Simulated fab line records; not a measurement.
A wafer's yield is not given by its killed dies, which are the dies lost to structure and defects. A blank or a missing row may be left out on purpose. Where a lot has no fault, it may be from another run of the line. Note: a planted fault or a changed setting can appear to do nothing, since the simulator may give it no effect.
Which tool is to blame? -- flow nandHarc -- 6 lots, 18 wafers sampled, at 3 steps of a route of 1302

WHAT THE GAUGES SHOWED, per wafer
NHARC_THIN_TSV_INSPECT_40.
lot,measured,on,rawDefectCount
L233,day 25 14:13,defectInspect-01,570 647 573
L234,day 26 10:51,defectInspect-01,541 651 618
L243,day 30 23:36,defectInspect-01,508 550 709
L244,day 31 04:01,defectInspect-02,688 608 546
L251,day 34 01:43,defectInspect-01,793 540 533
L252,day 34 06:11,defectInspect-02,624 574 599

TOOL THAT RAN EACH LOT (tool first, then ch and the chambers of the sampled wafers, then the start)
lot,NHARC_HYBRID_BOND_ACTIVATE_00,NHARC_THIN_TSV_ANNEAL_58
L233,"rieDiel-09 ch 0,3, day 24 09:14","furnace-08 ch 0, day 25 12:47"
L234,"rieDiel-09 ch 1,2,3, day 25 12:26","furnace-03 ch 0, day 26 09:25"
L243,"rieDiel-09 ch 2,3, day 30 01:40","furnace-08 ch 0, day 30 22:10"
L244,"rieDiel-09 ch 2,3, day 30 05:27","furnace-08 ch 0, day 31 02:35"
L251,"rieDiel-09 ch 0,2,3, day 33 02:26","furnace-03 ch 0, day 34 00:16"
L252,"rieDiel-09 ch 0,2, day 33 09:06","furnace-08 ch 0, day 34 04:44"
- NHARC_HYBRID_BOND_ACTIVATE_00: chemistry N2, time 60 s.
- NHARC_THIN_TSV_ANNEAL_58: time 1800 s.

THE ANSWER, worked out from the rows above alone
Rule: the usual values come from the lots themselves. The widest of any qualifying gaps counts: lots, ordered by their means at a reading, are off when they make up no more than a third of the lots, leave a main group of 4 or more, and stand apart from it by 3 or more times the standard deviation of that group's means. If all means in a main group match to the digits the tables above print for the reading, that group is not used. A lot without any number at a reading at which 4 lots or more have one is off too. The other lots that the step has rows for count as sound.
None of the lots is off at any reading shown; this tells nothing.

WHAT THE SIMULATOR HAD PUT IN
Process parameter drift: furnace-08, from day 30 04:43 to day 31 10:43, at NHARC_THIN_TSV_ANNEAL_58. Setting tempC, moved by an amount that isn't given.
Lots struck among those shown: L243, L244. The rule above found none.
